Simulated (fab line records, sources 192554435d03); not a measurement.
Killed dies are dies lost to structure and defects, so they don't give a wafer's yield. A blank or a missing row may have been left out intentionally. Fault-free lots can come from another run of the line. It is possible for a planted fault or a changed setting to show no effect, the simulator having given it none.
What tool caused it? | flow n5-finfet | 28 wafers from 11 lots sampled at 5 of the route's 1938 steps

== WHAT EACH GAUGE READ, for each wafer ==
N5_BEOL_M0_SAQP_INSPECT_16: inspects for defects (brightfield). Usual: raw-defect-count reads 508 (standard deviation 140).
lot  | measured     | on                | raw-defect-count | flag
L169 | day 6 19:00  | defect-inspect-02 | 382 551 410      |
L176 | day 8 05:46  | defect-inspect-02 | 762 582 427      |
L179 | day 8 23:34  | defect-inspect-02 | 598 558 546      |
L181 | day 9 06:41  | defect-inspect-01 | 734 406          |
L183 | day 9 17:11  | defect-inspect-01 | 339 525 314      |
L184 | day 10 03:26 | defect-inspect-01 | 483 533 451      |
L185 | day 10 08:24 | defect-inspect-02 | 308 395          |
L186 | day 10 15:44 | defect-inspect-01 | 664 482          |
L187 | day 10 19:10 | defect-inspect-01 | 407 477          |
L188 | day 10 22:49 | defect-inspect-01 | 355 348 534      |
L189 | day 11 06:44 | defect-inspect-02 | 910 723          |

N5_BEOL_M4_RC_MEAS_101. Usual: DIBL_N 36.5 mV/V, standard deviation 2.2; DIBL_P 36.9 mV/V, standard deviation 2.9; IOFF_N 0.17 nA/um, standard deviation 0.044; IOFF_P 0.22 nA/um, standard deviation 0.052; ION_N 671 uA/um, standard deviation 16; ION_P 461 uA/um, standard deviation 10; SS_N 71.6 mV/dec, standard deviation 0.73; SS_P 73.5 mV/dec, standard deviation 0.79; VT_N 250 mV, standard deviation 4.1; VT_P -250 mV, standard deviation 4.1.
lot  | measured     | on        | DIBL_N (mV/V)  | DIBL_P (mV/V)  | IOFF_N (nA/um) | IOFF_P (nA/um) | ION_N (uA/um) | ION_P (uA/um) | SS_N (mV/dec)  | SS_P (mV/dec)  | VT_N (mV)   | VT_P (mV)      | flag
L169 | day 9 15:00  | prober-01 | 37.2 35.6 36.1 | 35.2 36.2 35.9 | 0.16 0.14 0.15 | 0.19 0.22 0.22 | 653 658 670   | 439 462 457   | 72.2 71.2 71.4 | 72.8 72.7 73.2 | 253 254 253 | -253 -250 -251 |
L176 | day 11 12:47 | prober-02 | 36.4 36.7 37.2 | 37.6 38.7 40.4 | 0.18 0.16 0.22 | 0.21 0.23 0.25 | 671 677 709   | 452 466 475   | 71.5 71.2 71.3 | 73.4 74.4 73.4 | 247 246 243 | -252 -249 -247 |
L179 | day 12 01:53 | prober-02 | 35.8 38.2 36.5 | 35.7 39.1 37.2 | 0.16 0.18 0.17 | 0.19 0.24 0.22 | 689 670 680   | 471 456 466   | 71.6 71.8 71.3 | 73.1 73.7 73.1 | 247 248 249 | -249 -249 -251 |
L181 | day 13 03:30 | prober-01 | 38.2 37.5      | 39.8 38.9      | 0.20 0.18      | 0.25 0.24      | 684 670       | 468 459       | 72.4 72.2      | 73.7 73.6      | 249 249     | -249 -251      |
L183 | day 13 02:46 | prober-02 | 34.6 38.4 37.3 | 35.2 41.1 39.9 | 0.13 0.23 0.18 | 0.19 0.30 0.30 | 662 700 656   | 461 477 459   | 71.6 71.5 71.9 | 72.9 74.3 74.1 | 252 240 248 | -250 -246 -244 |
L184 | day 13 09:13 | prober-01 | 32.5 40.5 35.3 | 32.7 41.8 35.7 | 0.11 0.22 0.14 | 0.14 0.26 0.18 | 658 677 657   | 455 461 453   | 69.8 72.3 70.3 | 71.9 75.3 73.5 | 252 247 251 | -255 -249 -253 |
L185 | day 13 09:28 | prober-02 | 34.6 36.5      | 34.3 37.3      | 0.13 0.18      | 0.16 0.20      | 652 669       | 445 453       | 71.5 71.7      | 72.7 73.7      | 253 245     | -253 -250      |
L186 | day 14 03:44 | prober-02 | 35.1 40.6      | 34.2 41.2      | 0.16 0.31      | 0.24 0.38      | 682 707       | 478 487       | 71.1 72.5      | 72.9 74.8      | 251 241     | -243 -238      |
L187 | day 14 06:13 | prober-02 | 38.1 36.0      | 37.4 34.1      | 0.16 0.12      | 0.24 0.16      | 648 654       | 447 448       | 71.6 71.5      | 74.0 72.8      | 252 256     | -250 -254      |
L188 | day 14 05:49 | prober-01 | 35.3 38.1 37.8 | 35.5 38.7 39.4 | 0.14 0.18 0.17 | 0.18 0.23 0.25 | 666 674 668   | 461 463 461   | 70.9 71.7 71.4 | 73.1 74.3 74.4 | 250 247 248 | -252 -249 -252 |
L189 | day 15 04:48 | prober-01 | 40.2 42.3      | 42.9 44.0      | 0.23 0.28      | 0.29 0.33      | 669 702       | 456 471       | 72.3 73.4      | 74.7 75.0      | 248 242     | -247 -243      |

== WHICH TOOL RAN EACH LOT (tool, then ch and the chambers of the sampled wafers, then the start) ==
lot  | N5_BEOL_M0_SAQP_ETCH_84            | N5_BEOL_M0_SAQP_STRIP_86           | N5_BEOL_M0_SAQP_COAT_72
L169 | rie-diel-01 ch 0,1,2, day 6 19:07  | rie-diel-03 ch 0,2, day 6 19:25    | litho-track-05 ch 0, day 6 22:29
L176 | rie-diel-03 ch 1,2,3, day 8 05:53  | rie-diel-01 ch 1,2, day 8 06:10    | litho-track-05 ch 0, day 8 09:10
L179 | rie-diel-01 ch 0,1,3, day 8 23:43  | rie-diel-04 ch 0,1,2, day 9 00:11  | litho-track-05 ch 0, day 9 03:26
L181 | rie-diel-01 ch 0,3, day 9 06:48    | rie-diel-04 ch 1,2, day 9 07:05    | litho-track-02 ch 0, day 9 12:43
L183 | rie-diel-04 ch 1,2,3, day 9 17:18  | rie-diel-04 ch 0,1,3, day 9 17:35  | litho-track-02 ch 0, day 9 20:49
L184 | rie-diel-03 ch 1,3, day 10 03:33   | rie-diel-03 ch 0,2, day 10 03:50   | litho-track-02 ch 0, day 10 06:52
L185 | rie-diel-01 ch 2,3, day 10 08:34   | rie-diel-03 ch 0,1, day 10 08:54   | litho-track-03 ch 0, day 10 12:00
L186 | rie-diel-04 ch 0, day 10 16:08     | rie-diel-01 ch 2, day 10 16:25     | litho-track-03 ch 0, day 10 20:04
L187 | rie-diel-01 ch 1,2, day 10 19:58   | rie-diel-01 ch 1,2, day 10 20:20   | litho-track-03 ch 0, day 11 00:32
L188 | rie-diel-04 ch 1,2,3, day 10 23:11 | rie-diel-04 ch 1,2,3, day 10 23:32 | litho-track-02 ch 0, day 11 03:10
L189 | rie-diel-04 ch 0,3, day 11 07:37   | rie-diel-04 ch 2,3, day 11 08:02   | litho-track-05 ch 0, day 11 11:16
- N5_BEOL_M0_SAQP_ETCH_84: etches SOC in N2/H2, target depth 100 nm, overetch 20 nm, time 150 s.
- N5_BEOL_M0_SAQP_STRIP_86: strips in N2/H2.
- N5_BEOL_M0_SAQP_COAT_72: time 60 s, resist thk 15 nm.

== AS READ BY THE TOOLS THEMSELVES (means over the sampled wafers that have a number; for cases with no such wafer, the mark the record gives instead) ==
N5_BEOL_M0_SAQP_ETCH_84. Usual: bias-w 150.0 W, standard deviation 0.46; drypump-motor-current-A 5.4 A, standard deviation 0.43; oes-product-au 0.73 a.u., standard deviation 0.087; rf-vpp-V 523.5 V, standard deviation 2.5; showerhead-plenum-p-Torr 2.52 Torr, standard deviation 0.084; throttle-valve-pct 17.84 %, standard deviation 0.3.
lot  | tool        | bias-w (W) | drypump-motor-current-A (A) | oes-product-au (a.u.) | rf-vpp-V (V) | showerhead-plenum-p-Torr (Torr) | throttle-valve-pct (%) | flag
L169 | rie-diel-01 | 150.4      | 5.3                         | 0.72                  | 522.2        | 2.43                            | 17.93                  |
L176 | rie-diel-03 | 150.1      | 5.6                         | 0.71                  | 523.8        | 2.52                            | 17.91                  |
L179 | rie-diel-01 | 149.9      | 5.3                         | 0.79                  | 524.7        | 2.57                            | 17.68                  |
L181 | rie-diel-01 | 150.7      | 5.4                         | 0.84                  | 526.5        | 2.64                            | 17.45                  |
L183 | rie-diel-04 | 149.8      | 5.6                         | 0.66                  | 522.2        | 2.51                            | 18.00                  |
L184 | rie-diel-03 | 150.0      | 6.0                         | 0.70                  | 521.7        | 2.49                            | 17.93                  |
L185 | rie-diel-01 | 150.4      | 5.5                         | 0.81                  | 524.0        | 2.52                            | 17.40                  |
L186 | rie-diel-04 | 149.6      | 5.3                         | 0.80                  | 525.4        | 2.59                            | 17.87                  |
L187 | rie-diel-01 | 149.4      | 5.2                         | 0.73                  | 521.7        | 2.44                            | 17.88                  |
L188 | rie-diel-04 | 149.9      | 5.6                         | 0.67                  | 522.5        | 2.50                            | 18.01                  |
L189 | rie-diel-04 | 150.0      | 5.8                         | 0.73                  | 523.5        | 2.57                            | 18.05                  |

N5_BEOL_M0_SAQP_STRIP_86. Usual: drypump-motor-current-A 5.5 A, standard deviation 0.49; oes-product-au 0.82 a.u., standard deviation 0.088; power-w 500.1 W, standard deviation 1.4; rf-vpp-V 121.9 V, standard deviation 1.5; showerhead-plenum-p-Torr 3.34 Torr, standard deviation 0.089; throttle-valve-pct 19.0 %, standard deviation 0.43.
lot  | tool        | drypump-motor-current-A (A) | oes-product-au (a.u.) | power-w (W) | rf-vpp-V (V) | showerhead-plenum-p-Torr (Torr) | throttle-valve-pct (%) | flag
L169 | rie-diel-03 | 5.1                         | 0.86                  | 498.2       | 122.8        | 3.44                            | 18.5                   |
L176 | rie-diel-01 | 5.3                         | 0.87                  | 499.0       | 122.5        | 3.25                            | 18.9                   |
L179 | rie-diel-04 | 5.2                         | 0.81                  | 499.2       | 121.5        | 3.33                            | 18.9                   |
L181 | rie-diel-04 | 5.2                         | 0.74                  | 500.0       | 122.2        | 3.28                            | 19.1                   |
L183 | rie-diel-04 | 5.8                         | 0.80                  | 500.4       | 122.3        | 3.38                            | 19.1                   |
L184 | rie-diel-03 | 5.1                         | 0.84                  | 501.5       | 121.4        | 3.43                            | 18.5                   |
L185 | rie-diel-03 | 5.3                         | 0.80                  | 500.6       | 122.6        | 3.42                            | 18.8                   |
L186 | rie-diel-01 | 5.5                         | 0.90                  | 499.9       | 121.8        | 3.26                            | 18.8                   |
L187 | rie-diel-01 | 5.2                         | 0.81                  | 500.6       | 121.3        | 3.22                            | 19.1                   |
L188 | rie-diel-04 | 5.6                         | 0.74                  | 499.6       | 120.6        | 3.31                            | 19.2                   |
L189 | rie-diel-04 | 5.6                         | 0.71                  | 500.3       | 121.8        | 3.29                            | 19.5                   |

N5_BEOL_M0_SAQP_COAT_72. Usual: spin-speed-rpm reads 1500.0 rpm (standard deviation 1).
lot  | tool           | spin-speed-rpm (rpm) | flag
L169 | litho-track-05 | 1501.0               |
L176 | litho-track-05 | 1440.8               | OFF
L179 | litho-track-05 | 1440.8               | OFF
L181 | litho-track-02 | 1499.3               |
L183 | litho-track-02 | 1499.5               |
L184 | litho-track-02 | 1498.9               |
L185 | litho-track-03 | 1500.7               |
L186 | litho-track-03 | 1498.8               |
L187 | litho-track-03 | 1500.2               |
L188 | litho-track-02 | 1499.7               |
L189 | litho-track-05 | 1499.0               |

== THE ANSWER, worked out from the rows above alone ==
Rule: lot off if the mean of its wafers having a number is beyond 3 standard deviations from the usual mean. Also off: a lot with no number at a reading for which 4 or more lots have one. The other lots that the step has rows for count as sound. Order of review: gauges by route order, followed by the tools' own readings, for which a lot's mean as printed above is used. At the first step where some lot is off, the reading lying furthest off is the one used; lots without a number count as furthest.
Off: L176, L179, at N5_BEOL_M0_SAQP_COAT_72 (spin-speed-rpm).
A tool fits if, at that step or a process step before it, it ran every lot that is off, and no sound lot after the first of them. No candidate that was tried fits.

== WHAT THE SIMULATOR PUT IN ==
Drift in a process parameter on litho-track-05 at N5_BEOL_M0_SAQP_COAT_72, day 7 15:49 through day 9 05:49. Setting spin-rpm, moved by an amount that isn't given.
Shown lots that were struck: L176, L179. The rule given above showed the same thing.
